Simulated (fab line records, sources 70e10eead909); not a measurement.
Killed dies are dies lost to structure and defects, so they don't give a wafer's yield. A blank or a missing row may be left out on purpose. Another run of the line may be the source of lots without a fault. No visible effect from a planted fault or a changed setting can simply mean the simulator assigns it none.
Chamber matching + flow nand_harc + cmp-03 running NHARC_P_M1_CMP_23: 4 sister chambers
The step polishes, t overpolish 20 s, target thk 157.82 nm. 4 wafers are shown with their chamber, then 12 later ones without.

## EACH WAFER AND ITS CHAMBER
| wafer  | chamber | motor_current_A (A) |
|--------|---------|---------------------|
| L087.3 | 0       | 11.5                |
| L087.1 | 1       | 10.9                |
| L087.2 | 3       | 11.4                |
| L087.5 | 2       | 12.7                |

## WAFERS WITHOUT THEIR CHAMBER
| wafer  | motor_current_A (A) |
|--------|---------------------|
| L089.1 | 12.6                |
| L089.3 | 11.1                |
| L089.6 | 11.7                |
| L092.1 | 11.8                |
| L092.3 | 11.6                |
| L092.6 | 10.5                |
| L095.2 | 11.7                |
| L095.3 | 10.4                |
| L095.4 | 11.4                |
| L096.1 | 11.5                |
| L096.2 | 12.8                |
| L096.3 | 11.7                |

## CHAMBER TAKEN BY EACH
| wafer  | from the rows above          | in truth |
|--------|------------------------------|----------|
| L089.1 | 2                            | 2        |
| L089.3 | can't be placed: 1 or 3 or 0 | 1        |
| L089.6 | can't be placed: 0 or 3      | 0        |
| L092.1 | can't be placed: 0 or 3      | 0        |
| L092.3 | can't be placed: 0 or 3      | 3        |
| L092.6 | 1                            | 1        |
| L095.2 | can't be placed: 0 or 3      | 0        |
| L095.3 | 1                            | 1        |
| L095.4 | can't be placed: 3 or 0      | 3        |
| L096.1 | can't be placed: 0 or 3      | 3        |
| L096.2 | 2                            | 2        |
| L096.3 | can't be placed: 0 or 3      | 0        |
Correct placement for 4 of the 12. From these rows, 8 cannot be placed; in 8 the true chamber is one of the candidates. Wrongly placed: 0.
How it was worked out, from the rows above alone: a wafer's distance from a chamber is the root of the sum, over the readings, of the square of ((its reading less the chamber's mean) divided by the reading's scatter). The wafer belongs to the nearest chamber; if the next one is less than 2 further off, it can't be placed. Each chamber's mean is taken over the wafers shown for it. The scatter: with one shown wafer a chamber, the root of the mean of the squares of how far each hidden wafer lies from its nearest shown one.
